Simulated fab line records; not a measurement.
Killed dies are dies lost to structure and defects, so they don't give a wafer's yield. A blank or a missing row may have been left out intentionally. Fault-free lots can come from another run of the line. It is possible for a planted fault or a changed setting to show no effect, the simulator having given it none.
Matching of chambers -- flow n5_finfet -- N5_FIN_SAQP_HM_OPEN_73 on rie_diel-01 has 4 sister chambers
The step chemistry CHF3/O2, target SiO2, stops on a-Si, target depth 12 nm, time 16.8 s. 4 wafers are shown with their chamber, then 9 later ones without.

WAFERS, EACH WITH ITS CHAMBER
wafer,chamber,rf_vpp_V (V)
L081.3,0,533
L088.1,2,538
L088.2,1,530
L088.5,3,516

WAFERS MISSING THEIR CHAMBER
wafer,rf_vpp_V (V)
L091.3,517
L091.5,533
L091.6,518
L095.2,530
L095.3,538
L095.5,533
L096.1,538
L096.3,529
L096.5,538

CHAMBER TAKEN BY EACH
wafer,from the rows above,in truth
L091.3,3,3
L091.5,0,0
L091.6,3,3
L095.2,1,1
L095.3,2,2
L095.5,0,0
L096.1,2,2
L096.3,1,1
L096.5,2,2
Correctly placed: 9 of 9. Can't be placed from these rows: 0. Placed wrongly: 0.
How it was worked out, from the rows above alone: a wafer's distance from a chamber is the root of the sum, over the readings, of the square of ((its reading less the chamber's mean) divided by the reading's scatter). The wafer belongs to the nearest chamber; if the next one is less than 2 further off, it can't be placed. For every chamber, the mean is computed from those of its wafers that are shown. The scatter: root of mean squared gap, hidden wafer to nearest shown wafer, with one shown wafer a chamber.
